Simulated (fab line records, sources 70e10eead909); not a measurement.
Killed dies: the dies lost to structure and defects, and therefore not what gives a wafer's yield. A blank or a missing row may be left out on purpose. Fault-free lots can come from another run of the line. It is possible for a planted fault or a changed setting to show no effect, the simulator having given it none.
Chamber matching / flow nand harc / 3 sister chambers for NHARC_A_BONDPAD_DEP_00 on pecvd-03
The step deposits SiCN, target thk 250 nm. 6 wafers are shown with their chamber, then 12 later ones without.

WAFERS WITH THEIR CHAMBER
wafer=L078.5; chamber=2; heater power w (W)=559
wafer=L082.5; chamber=1; heater power w (W)=509
wafer=L082.6; chamber=0; heater power w (W)=504
wafer=L090.1; chamber=1; heater power w (W)=480
wafer=L090.3; chamber=0; heater power w (W)=580
wafer=L090.6; chamber=2; heater power w (W)=530

WAFERS WHOSE CHAMBER IS MISSING
wafer=L093.1; heater power w (W)=569
wafer=L093.2; heater power w (W)=603
wafer=L093.3; heater power w (W)=453
wafer=L093.4; heater power w (W)=631
wafer=L093.5; heater power w (W)=593
wafer=L093.6; heater power w (W)=455
wafer=L094.2; heater power w (W)=610
wafer=L094.3; heater power w (W)=459
wafer=L094.4; heater power w (W)=639
wafer=L097.2; heater power w (W)=641
wafer=L097.5; heater power w (W)=558
wafer=L097.6; heater power w (W)=606

WHICH CHAMBER EACH WENT THROUGH
wafer=L093.1; from the rows above=can't be placed: 2 or 0 or 1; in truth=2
wafer=L093.2; from the rows above=can't be placed: 2 or 0 or 1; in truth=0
wafer=L093.3; from the rows above=can't be placed: 1 or 0 or 2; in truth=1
wafer=L093.4; from the rows above=can't be placed: 2 or 0 or 1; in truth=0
wafer=L093.5; from the rows above=can't be placed: 2 or 0 or 1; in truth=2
wafer=L093.6; from the rows above=can't be placed: 1 or 0 or 2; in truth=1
wafer=L094.2; from the rows above=can't be placed: 2 or 0 or 1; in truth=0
wafer=L094.3; from the rows above=can't be placed: 1 or 0 or 2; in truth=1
wafer=L094.4; from the rows above=can't be placed: 2 or 0 or 1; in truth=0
wafer=L097.2; from the rows above=can't be placed: 2 or 0 or 1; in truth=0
wafer=L097.5; from the rows above=can't be placed: 2 or 0 or 1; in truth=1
wafer=L097.6; from the rows above=can't be placed: 2 or 0 or 1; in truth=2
0 of 12 placed correctly. Can't be placed from these rows: 12 (the true chamber is among the candidates in 12). 0 placed wrongly.
How it was worked out, from the rows above alone: a wafer's distance from a chamber is the root of the sum, over the readings, of the square of ((its reading less the chamber's mean) divided by the reading's scatter). If the next closest chamber is less than 2 further off than the closest, the wafer can't be placed; otherwise it belongs to the closest. A chamber's mean is the mean of its shown wafers. How the scatter is found: for the shown wafers, subtract from each reading the mean of its chamber, square and add these, divide the total by (wafers less chambers), then take the root.
